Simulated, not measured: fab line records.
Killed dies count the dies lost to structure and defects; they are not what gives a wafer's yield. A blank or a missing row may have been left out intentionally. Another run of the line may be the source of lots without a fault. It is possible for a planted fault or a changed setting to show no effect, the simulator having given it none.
Chamber matching + flow n5_finfet + N5_BEOL_M1_PRE_CLEAN_60 on cvd_co-02: 3 sister chambers
The step time 15 s. 3 wafers are shown with their chamber, then 9 later ones without.

== WAFERS WITH THEIR CHAMBER ==
| wafer  | chamber | heater_power_w (W) |
|--------|---------|--------------------|
| L809.3 | 1       | 98                 |
| L811.4 | 0       | 91                 |
| L811.6 | 2       | 100                |

== WAFERS WHOSE CHAMBER IS MISSING ==
| wafer  | heater_power_w (W) |
|--------|--------------------|
| L814.1 | 89                 |
| L814.4 | 99                 |
| L814.5 | 99                 |
| L816.2 | 99                 |
| L816.5 | 99                 |
| L816.6 | 99                 |
| L817.1 | 100                |
| L817.3 | 91                 |
| L817.4 | 98                 |

== EACH ONE'S CHAMBER ==
| wafer  | from the rows above     | in truth                   |
|--------|-------------------------|----------------------------|
| L814.1 | 0                       | 0                          |
| L814.4 | can't be placed: 1 or 2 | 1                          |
| L814.5 | can't be placed: 1 or 2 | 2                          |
| L816.2 | can't be placed: 1 or 2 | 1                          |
| L816.5 | can't be placed: 1 or 2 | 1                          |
| L816.6 | can't be placed: 1 or 2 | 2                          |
| L817.1 | 2                       | 2                          |
| L817.3 | 0                       | 0                          |
| L817.4 | 1                       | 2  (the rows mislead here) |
Placed correctly: 3 of 9. Not placeable from these rows: 5 (in 5, the candidates include the true chamber). Number placed wrongly: 1.
How it was worked out, from the rows above alone: a wafer's distance from a chamber is the root of the sum, over the readings, of the square of ((its reading less the chamber's mean) divided by the reading's scatter). The wafer belongs to the nearest chamber; if the next one is less than 2 further off, it can't be placed. The mean given for a chamber averages the wafers shown for that chamber. The scatter: with one shown wafer a chamber, the root of the mean of the squares of how far each hidden wafer lies from its nearest shown one.
